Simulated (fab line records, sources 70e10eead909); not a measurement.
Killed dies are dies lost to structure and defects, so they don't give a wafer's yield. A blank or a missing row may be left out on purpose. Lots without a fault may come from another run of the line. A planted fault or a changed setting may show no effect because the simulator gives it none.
Which tool did it? | flow nand_harc | 14 lots, 40 wafers sampled, at 5 steps of a route of 1302

WHAT THE GAUGES READ, wafer by wafer
NHARC_A_SOURCE_PLATE_THK_MEAS_06: measures by ellipsometry. Usual: thk_nm 199.7 nm, standard deviation 2.
lot  | measured     | on            | thk_nm (nm)       | flag
L128 | day 7 11:43  | film_metro-02 | 198.1 199.4 200.2 |
L129 | day 8 02:11  | film_metro-02 | 201.4 199.0 196.8 |
L130 | day 8 11:40  | film_metro-01 | 196.9 198.8 199.4 |
L131 | day 8 20:58  | film_metro-02 | 200.2 198.9 198.6 |
L132 | day 9 14:25  | film_metro-02 | 197.1 198.8 199.3 |
L134 | day 10 03:59 | film_metro-01 | 199.5 198.7 199.3 |
L135 | day 10 13:28 | film_metro-02 | 195.5 197.9 196.1 |
L136 | day 11 06:13 | film_metro-02 | 197.3 199.1 198.9 |
L138 | day 12 00:28 | film_metro-02 | 197.3 194.9 199.3 |
L143 | day 13 18:11 | film_metro-02 | 199.6 199.7       |
L144 | day 14 11:13 | film_metro-02 | 203.8 203.9 202.5 |
L146 | day 15 06:19 | film_metro-02 | 196.4 198.2       |
L148 | day 16 03:40 | film_metro-02 | 201.5 198.8 197.4 |
L151 | day 17 02:39 | film_metro-01 | 199.1 199.5 201.1 |

NHARC_A_ONON_D1_THK_MEAS_05: measures by ellipsometry. Usual: thk_nm 998 nm, standard deviation 9.3.
lot  | measured     | on            | thk_nm (nm)    | flag
L128 | day 7 12:55  | film_metro-01 | 1010 1011 1010 |
L129 | day 8 03:24  | film_metro-02 | 1001 1001 1001 |
L130 | day 8 12:54  | film_metro-02 | 990 991 988    |
L131 | day 8 22:11  | film_metro-02 | 993 991 991    |
L132 | day 9 15:37  | film_metro-02 | 1009 1010 1011 |
L134 | day 10 05:12 | film_metro-01 | 997 998 996    |
L135 | day 10 14:50 | film_metro-02 | 1005 1007 1009 |
L136 | day 11 07:28 | film_metro-02 | 997 999 997    |
L138 | day 12 01:40 | film_metro-01 | 989 989 991    |
L143 | day 13 19:23 | film_metro-01 | 1005 1005      |
L144 | day 14 12:29 | film_metro-01 | 982 984 982    |
L146 | day 15 07:32 | film_metro-02 | 1001 1001      |
L148 | day 16 04:53 | film_metro-02 | 990 989 986    |
L151 | day 17 05:19 | film_metro-02 | 983 983 983    |

NHARC_A_ONON_D1_THK_MEAS_27: measures by ellipsometry. Usual: thk_nm 996 nm, standard deviation 12.
lot  | measured     | on            | thk_nm (nm)    | flag
L128 | day 8 00:24  | film_metro-01 | 993 991 992    |
L129 | day 8 14:37  | film_metro-01 | 1007 1008 1008 |
L130 | day 9 00:05  | film_metro-02 | 992 990 993    |
L131 | day 9 09:17  | film_metro-02 | 1000 1001 1002 |
L132 | day 10 02:49 | film_metro-01 | 979 978 980    |
L134 | day 10 16:10 | film_metro-02 | 990 989 990    |
L135 | day 11 02:03 | film_metro-01 | 981 981 981    |
L136 | day 11 18:41 | film_metro-02 | 999 999 1000   |
L138 | day 12 13:22 | film_metro-01 | 997 998 997    |
L143 | day 14 11:35 | film_metro-01 | 911 907        | OFF
L144 | day 14 23:25 | film_metro-02 | 1019 1021 1020 |
L146 | day 15 18:33 | film_metro-02 | 910 992        | OFF
L148 | day 16 23:15 | film_metro-01 | 983 982 980    |
L151 | day 17 20:45 | film_metro-01 | 992 991 992    |

WHICH TOOL RAN EACH LOT (tool, then ch and the chambers of the sampled wafers, then the start)
lot  | NHARC_A_ZERO_WELL_ETCH_19          | NHARC_A_ONON_D1_DEP_25
L128 | rie_diel-08 ch 0,2, day 6 14:26    | pecvd_onon-02 ch 0, day 7 23:53
L129 | rie_diel-06 ch 1,3, day 7 05:11    | pecvd_onon-03 ch 0, day 8 14:10
L130 | rie_diel-08 ch 1,2,3, day 7 10:07  | pecvd_onon-01 ch 0, day 8 23:45
L131 | rie_diel-06 ch 0,1,3, day 7 23:38  | pecvd_onon-02 ch 0, day 9 08:50
L132 | rie_diel-06 ch 1,2,3, day 8 15:10  | pecvd_onon-02 ch 0, day 10 02:18
L134 | rie_diel-06 ch 1,2,3, day 9 03:38  | pecvd_onon-01 ch 0, day 10 15:47
L135 | rie_diel-08 ch 0,1,2, day 9 15:26  | pecvd_onon-02 ch 0, day 11 01:32
L136 | rie_diel-01 ch 1,3, day 10 08:43   | pecvd_onon-03 ch 0, day 11 18:10
L138 | rie_diel-06 ch 1,3, day 11 03:00   | pecvd_onon-03 ch 0, day 12 12:51
L143 | rie_diel-06 ch 1,2, day 12 20:16   | pecvd_onon-03 ch 0, day 14 11:04
L144 | rie_diel-06 ch 1,2, day 13 13:08   | pecvd_onon-01 ch 0, day 14 22:58
L146 | rie_diel-06 ch 2,3, day 14 08:41   | pecvd_onon-03 ch 0, day 15 18:10
L148 | rie_diel-06 ch 0,2,3, day 15 06:24 | pecvd_onon-02 ch 0, day 16 22:48
L151 | rie_diel-06 ch 1,2,3, day 16 05:47 | pecvd_onon-02 ch 0, day 17 20:14
- NHARC_A_ZERO_WELL_ETCH_19: etches the open film in N2/H2, target depth 80 nm, overetch 24 nm, time 87.88 s.
- NHARC_A_ONON_D1_DEP_25: target thk 1000 nm.

WHAT THE TOOLS THEMSELVES READ (means of the sampled wafers that have a number; where no wafer has one, the mark that the record gives instead)
NHARC_A_ZERO_WELL_ETCH_19. Usual: chamber_pressure_mTorr 30.002 mTorr, standard deviation 0.027; drypump_motor_current_A 5.9 A, standard deviation 0.34; h2_flow_sccm 150.0 sccm, standard deviation 0.46; oes_product_au 1.000 a.u., standard deviation 0.0082; rf_vpp_V 428.7 V, standard deviation 1.7; showerhead_plenum_p_Torr 1.98 Torr, standard deviation 0.054; throttle_valve_pct 14.172 %, standard deviation 0.0095.
lot  | tool        | chamber_pressure_mTorr (mTorr) | drypump_motor_current_A (A) | h2_flow_sccm (sccm) | oes_product_au (a.u.) | rf_vpp_V (V) | showerhead_plenum_p_Torr (Torr) | throttle_valve_pct (%) | flag
L128 | rie_diel-08 | 29.978                         | 5.7                         | 150.6               | 0.994                 | 430.5        | 1.99                            | 14.171                 |
L129 | rie_diel-06 | 30.018                         | 5.6                         | 150.1               | 0.991                 | 427.6        | 1.93                            | 14.172                 |
L130 | rie_diel-08 | 30.007                         | 6.3                         | 150.4               | 1.006                 | 429.8        | 2.02                            | 14.172                 |
L131 | rie_diel-06 | 30.002                         | 5.9                         | 150.1               | 0.994                 | 427.1        | 1.93                            | 14.163                 |
L132 | rie_diel-06 | 30.009                         | 5.7                         | 149.8               | 0.998                 | 427.7        | 1.95                            | 14.176                 |
L134 | rie_diel-06 | 30.014                         | 5.7                         | 150.4               | 1.006                 | 428.0        | 1.95                            | 14.169                 |
L135 | rie_diel-08 | 30.004                         | 6.0                         | 150.1               | 1.005                 | 430.1        | 2.00                            | 14.174                 |
L136 | rie_diel-01 | 30.009                         | 5.7                         | 149.8               | 1.005                 | 430.2        | 2.02                            | 14.178                 |
L138 | rie_diel-06 | 30.010                         | 5.7                         | 150.3               | 0.995                 | 427.7        | 1.95                            | 14.179                 |
L143 | rie_diel-06 | 30.009                         | 5.7                         | 149.6               | 0.995                 | 427.6        | 1.94                            | 14.183                 |
L144 | rie_diel-06 | 29.982                         | 5.7                         | 150.0               | 1.000                 | 429.0        | 1.95                            | 14.175                 |
L146 | rie_diel-06 | 29.981                         | 5.8                         | 149.8               | 1.008                 | 427.5        | 1.98                            | 14.169                 |
L148 | rie_diel-06 | 29.994                         | 6.0                         | 150.1               | 0.998                 | 428.1        | 1.95                            | 14.173                 |
L151 | rie_diel-06 | 30.011                         | 5.7                         | 149.9               | 1.004                 | 428.0        | 1.95                            | 14.167                 |

NHARC_A_ONON_D1_DEP_25. Usual: sih4_flow_sccm 210.0 sccm, standard deviation 0.56.
lot  | tool          | sih4_flow_sccm (sccm) | flag
L128 | pecvd_onon-02 | 210.9                 |
L129 | pecvd_onon-03 | 209.9                 |
L130 | pecvd_onon-01 | 210.1                 |
L131 | pecvd_onon-02 | 210.8                 |
L132 | pecvd_onon-02 | 209.7                 |
L134 | pecvd_onon-01 | 210.0                 |
L135 | pecvd_onon-02 | 209.9                 |
L136 | pecvd_onon-03 | 209.8                 |
L138 | pecvd_onon-03 | 210.1                 |
L143 | pecvd_onon-03 | 210.4                 |
L144 | pecvd_onon-01 | 209.7                 |
L146 | pecvd_onon-03 | 209.2                 |
L148 | pecvd_onon-02 | 209.4                 |
L151 | pecvd_onon-02 | 210.1                 |

THE ANSWER, worked out from the rows above alone
Rule: a lot is off if the mean of its wafers that have a number lies more than 3 standard deviations from the usual mean. A lot without any number at a reading at which 4 lots or more have one is off too. The other lots that the step has rows for count as sound. The gauges are gone through in route order, then the tools' own readings, and for those a lot's mean is taken as printed above. The first step at which some lot is off is used, and at that step the reading that is off furthest; a lot without a number counts as furthest.
Off: L143, L146, at NHARC_A_ONON_D1_THK_MEAS_27 (thk_nm).
A tool fits if, at a process step before that reading, it ran every lot that is off, and no sound lot after the first of them. The gauges at NHARC_A_ONON_D1_THK_MEAS_27 are tried like those tools. One fits: pecvd_onon-03 at NHARC_A_ONON_D1_DEP_25. Its last sound lot is L138 (day 12 12:51), its first lot that is off L143 (day 14 11:04): a fault that began between those two fits.

WHAT THE SIMULATOR HAD PUT IN
Process parameter drift: pecvd_onon-03, from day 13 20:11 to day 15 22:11, at NHARC_A_ONON_D1_DEP_25. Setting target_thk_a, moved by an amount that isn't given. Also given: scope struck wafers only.
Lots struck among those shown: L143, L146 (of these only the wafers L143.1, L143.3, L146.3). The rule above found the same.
